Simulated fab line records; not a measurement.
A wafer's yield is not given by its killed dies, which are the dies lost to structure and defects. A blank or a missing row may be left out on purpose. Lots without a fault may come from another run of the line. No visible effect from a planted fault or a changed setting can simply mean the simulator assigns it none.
Tool commonality check -- flow nand harc -- 9 wafers sampled across 3 lots

WHY THIS WAS OPENED
On 3 of the 3 lots, a flag is raised at NHARC_END_SORT_01 on the reading killed at array. No-fault wafers: 29, standard deviation 10.
Rule: flag the lot when none of its wafers has a number, or when each of its wafers that has one lies beyond 4 standard deviations from that mean. The rest of the lots are taken to be sound.

lot,measured,on,"killed at array, wafer by wafer",flag
L917,day 23 08:43,prober-01,672 673 671,FLAGGED
L916,day 23 14:08,prober-02,676 673 670,FLAGGED
L919,day 24 09:04,prober-02,674 675 674,FLAGGED
On average the flagged lots' numbers are 673, which is +644 against the usual, or +64 standard deviations.

TOOL THAT RAN EACH LOT
Before the reading, the record contains 3 process steps out of a 1159-step route. Read each cell as the tool, then ch plus the chambers that the sampled wafers visited, then the start.
lot,flag,NHARC_A_CONTACT_ETCH_127,NHARC_A_CONTACT_ETCH_129,NHARC_A_CONTACT_ETCH_132
L917,FLAGGED,"har cap etch-01 ch 0,1, day 20 18:35","har cap etch-01 ch 0,1, day 20 18:52","har cap etch-01 ch 0,1, day 20 19:17"
L916,FLAGGED,"har cap etch-02 ch 0,1, day 20 07:50","har cap etch-02 ch 0,1, day 20 08:07","har cap etch-02 ch 0,1, day 20 08:33"
L919,FLAGGED,"har cap etch-01 ch 0,1, day 21 10:46","har cap etch-01 ch 0,1, day 21 11:02","har cap etch-01 ch 0,1, day 21 11:28"
These steps, and what they do:
- NHARC_A_CONTACT_ETCH_127: etches the open film in C4F8/O2/Ar, time 155 s, target depth 956 nm.
- NHARC_A_CONTACT_ETCH_129: etches the open film in C4F8/O2/Ar, time 155 s, target depth 956 nm.
- NHARC_A_CONTACT_ETCH_132: etches the open film in C4F8/O2/Ar, time 156 s, target depth 958 nm.
- NHARC_END_SORT_01

FLAGGED OVER TOTAL, TOOL BY TOOL (the gauges that took the reading come last)
step,tool,lots run,flagged,share of the flagged lots,sound lots run after its first flagged lot
NHARC_A_CONTACT_ETCH_127,har cap etch-01,2,2,some,0
NHARC_A_CONTACT_ETCH_127,har cap etch-02,1,1,some,0
NHARC_A_CONTACT_ETCH_129,har cap etch-01,2,2,some,0
NHARC_A_CONTACT_ETCH_129,har cap etch-02,1,1,some,0
NHARC_A_CONTACT_ETCH_132,har cap etch-01,2,2,some,0
NHARC_A_CONTACT_ETCH_132,har cap etch-02,1,1,some,0
NHARC_END_SORT_01,prober-01,1,1,some,0
NHARC_END_SORT_01,prober-02,2,2,some,0

WHAT IS ALLOWED BY THE TABLE
No row of the table ran every flagged lot.

WHAT THE SIMULATOR HAD PUT IN
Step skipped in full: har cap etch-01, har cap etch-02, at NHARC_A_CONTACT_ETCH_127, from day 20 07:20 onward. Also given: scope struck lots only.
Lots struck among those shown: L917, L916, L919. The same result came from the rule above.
